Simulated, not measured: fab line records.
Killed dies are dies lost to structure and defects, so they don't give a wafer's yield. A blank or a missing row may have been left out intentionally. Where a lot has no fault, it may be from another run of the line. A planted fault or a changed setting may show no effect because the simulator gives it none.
A lot that was struck, set against a sound lot / flow n5-finfet / 14 out of 1938 route steps
Sound: the wafers L977.2, L977.4, L977.5. Wafers L973.2, L973.4, L973.5 were the ones struck. At the end, the cause is stated.
Per side, at each step with rows, come the tool, then ch with its chambers, and then its first start. Under that, the readings that differ: sound wafers / struck wafers / difference of the means / sigmas: that difference in standard deviations of wafers without a fault.
alike: readings with means less than 2 such deviations apart, plus words and numbers identical on both sides. not compared: withheld readings, readings lacking a value on some wafer, bounds such as >300 that could conceal the same value, and numbers that have no deviation in the record and whose values overlap.
Wherever a step has rows on one side only, a row that says differs or no value, or a row with sigmas, the two part there. Numbers that have no deviation but don't overlap get no sigmas and don't part them. Lack of a reading on every wafer of one side parts them only where that side has two or more wafers.

N5_BEOL_M11_ETCH_61: etches SiARC in CF4, target depth 39 nm, time 65 s.
  sound on rie-diel-05 ch 0,3, day 15 21:38; struck on rie-diel-02 ch 1,3, day 14 15:37
  alike: cf4-flow-sccm, drypump-motor-current-A, etch-rf-on-time-s, oes-product-au, rf-fwd-power-W, rf-vpp-V, showerhead-plenum-p-Torr, throttle-valve-pct
  not compared: rf-hours-counter-h
N5_BEOL_M11_ETCH_62: etches SOC in N2/H2, target depth 110 nm, overetch 22 nm, time 165 s.
  sound on rie-diel-05 ch 0,3, day 15 21:41; struck on rie-diel-02 ch 1,3, day 14 15:40
  alike: drypump-motor-current-A, oes-product-au, rf-fwd-power-W, rf-vpp-V, showerhead-plenum-p-Torr, throttle-valve-pct
  not compared: rf-hours-counter-h
then, 1 step without rows for these wafers: N5_BEOL_M11_STRIP_68 (strips in N2/H2).
N5_BEOL_M11_STRIP_67: strips in CF4.
  sound on rie-diel-05 ch 0,3, day 15 21:50; struck on rie-diel-02 ch 1,3, day 14 15:49
  alike: cf4-flow-sccm, drypump-motor-current-A, oes-product-au, power-w, rf-vpp-V, showerhead-plenum-p-Torr, throttle-valve-pct
  not compared: rf-hours-counter-h
N5_BEOL_M11_HM_OPEN_17: chemistry Cl2/BCl3, target TiN, target depth 20 nm, overetch 6 nm.
  sound on rie-metal-02 ch 0,1, day 15 21:53; struck on rie-metal-01 ch 0, day 14 15:51
  alike: drypump-motor-current-A, mfc-cl2-sccm, oes-product-au, rf-fwd-power-W, throttle-valve-pct
  not compared: rf-hours-counter-h
N5_BEOL_M11_STRIP_19: strips in O2.
  sound on rie-diel-06 ch 0,1, day 15 21:59; struck on rie-diel-02 ch 0,2,3, day 14 15:59
  alike: drypump-motor-current-A, oes-product-au, rf-vpp-V, showerhead-plenum-p-Torr, throttle-valve-pct
  not compared: rf-hours-counter-h
N5_BEOL_M11_CD_MEAS_18: pitch 140 nm, target cd 70 nm.
  sound on cd-sem-03, day 15 22:04; struck on cd-sem-03, day 14 16:03
  alike: cd-nm
then, 5 steps without rows for these wafers: N5_BEOL_M11_COAT_63 (time 60 s, resist thk 100 nm); N5_BEOL_M11_COAT_64 (time 60 s, resist thk 30 nm); N5_BEOL_M11_COAT_22 (resist thk 90 nm); N5_BEOL_M11_EBR_24; N5_BEOL_M11_SOFTBAKE_23 (time 60 s).
N5_BEOL_M11_EXPOSE_25: exposes mask V10.
  struck on arfi-scanner-01, day 14 16:13; sound on arfi-scanner-02 ch 0, day 15 22:27
  no value came back on the struck wafers for exposure-dose-mJ-cm2, focus-offset-nm (nm), sigma-inner; on the sound wafers exposure-dose-mJ-cm2 reads 85.55 85.64 85.59
  alike: mask
then, 1 step without rows for these wafers: N5_BEOL_M11_PEB_26 (peb time 60 s).

WHERE THEY PART
Only at N5_BEOL_M11_EXPOSE_25, as far as this record shows.

WHY: whatever the simulator had introduced
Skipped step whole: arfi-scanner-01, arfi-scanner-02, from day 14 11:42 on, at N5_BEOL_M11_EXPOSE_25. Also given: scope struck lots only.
